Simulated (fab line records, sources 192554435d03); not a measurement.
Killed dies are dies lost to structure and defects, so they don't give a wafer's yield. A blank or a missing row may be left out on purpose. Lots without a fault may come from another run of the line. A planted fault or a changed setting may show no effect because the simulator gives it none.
Chamber matching | flow n5_finfet | N5_BEOL_M6_ILD_DEP_00 on pecvd-04: 3 sister chambers
The step deposits SiCOH lowk from DEMS/porogen, target thk 179.75 nm, time 33.4 s. 3 wafers are shown with their chamber, then 7 later ones without.

WAFERS WITH THEIR CHAMBER
wafer  | chamber | throttle_valve_pct (%)
L085.6 | 2       | 13.5
L091.1 | 0       | 15.8
L091.4 | 1       | 13.3

WAFERS WITHOUT THEIR CHAMBER
wafer  | throttle_valve_pct (%)
L091.6 | 15.5
L094.1 | 15.8
L094.4 | 13.1
L094.6 | 15.7
L093.3 | 13.2
L093.4 | 13.2
L093.6 | 15.9

WHICH CHAMBER EACH WENT THROUGH
wafer  | from the rows above     | in truth
L091.6 | 0                       | 0
L094.1 | 0                       | 0
L094.4 | can't be placed: 1 or 2 | 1
L094.6 | 0                       | 0
L093.3 | can't be placed: 1 or 2 | 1
L093.4 | can't be placed: 1 or 2 | 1
L093.6 | 0                       | 0
Placed correctly: 4 of 7. Can't be placed from these rows: 3 (the true chamber is among the candidates in 3). Placed wrongly: 0.
How it was worked out, from the rows above alone: a wafer's distance from a chamber is the root of the sum, over the readings, of the square of ((its reading less the chamber's mean) divided by the reading's scatter). The wafer belongs to the nearest chamber; if the next one is less than 2 further off, it can't be placed. A chamber's mean is the mean of its shown wafers. The scatter: with one shown wafer a chamber, the root of the mean of the squares of how far each hidden wafer lies from its nearest shown one.
